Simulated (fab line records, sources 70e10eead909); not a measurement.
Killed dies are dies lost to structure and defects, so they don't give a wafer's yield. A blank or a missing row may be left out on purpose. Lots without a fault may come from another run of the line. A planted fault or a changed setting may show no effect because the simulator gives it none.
Chamber matching | flow nand_harc | NHARC_A_CONTACT_DEP_85 on pecvd-01: 3 sister chambers
The step deposits SiON, target thk 50 nm. 6 wafers are shown with their chamber, then 8 later ones without.

WAFERS WITH THEIR CHAMBER
wafer  | chamber | heater_power_w (W)
L090.3 | 0       | 912
L090.6 | 1       | 699
L093.1 | 2       | 664
L093.2 | 1       | 632
L093.6 | 0       | 982
L089.1 | 2       | 626

WAFERS WITHOUT THEIR CHAMBER
wafer  | heater_power_w (W)
L089.2 | 910
L089.5 | 891
L092.1 | 865
L092.3 | 566
L092.4 | 894
L097.2 | 655
L097.4 | 657
L097.6 | 881

WHICH CHAMBER EACH WENT THROUGH
wafer  | from the rows above     | in truth
L089.2 | 0                       | 0
L089.5 | 0                       | 0
L092.1 | 0                       | 0
L092.3 | can't be placed: 2 or 1 | 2
L092.4 | 0                       | 0
L097.2 | can't be placed: 2 or 1 | 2
L097.4 | can't be placed: 1 or 2 | 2
L097.6 | 0                       | 0
Placed correctly: 5 of 8. Can't be placed from these rows: 3 (the true chamber is among the candidates in 3). Placed wrongly: 0.
How it was worked out, from the rows above alone: a wafer's distance from a chamber is the root of the sum, over the readings, of the square of ((its reading less the chamber's mean) divided by the reading's scatter). The wafer belongs to the nearest chamber; if the next one is less than 2 further off, it can't be placed. A chamber's mean is the mean of its shown wafers. The scatter: the root of (the sum of the squares of (reading less its chamber's mean) over the shown wafers, divided by (wafers less chambers)).
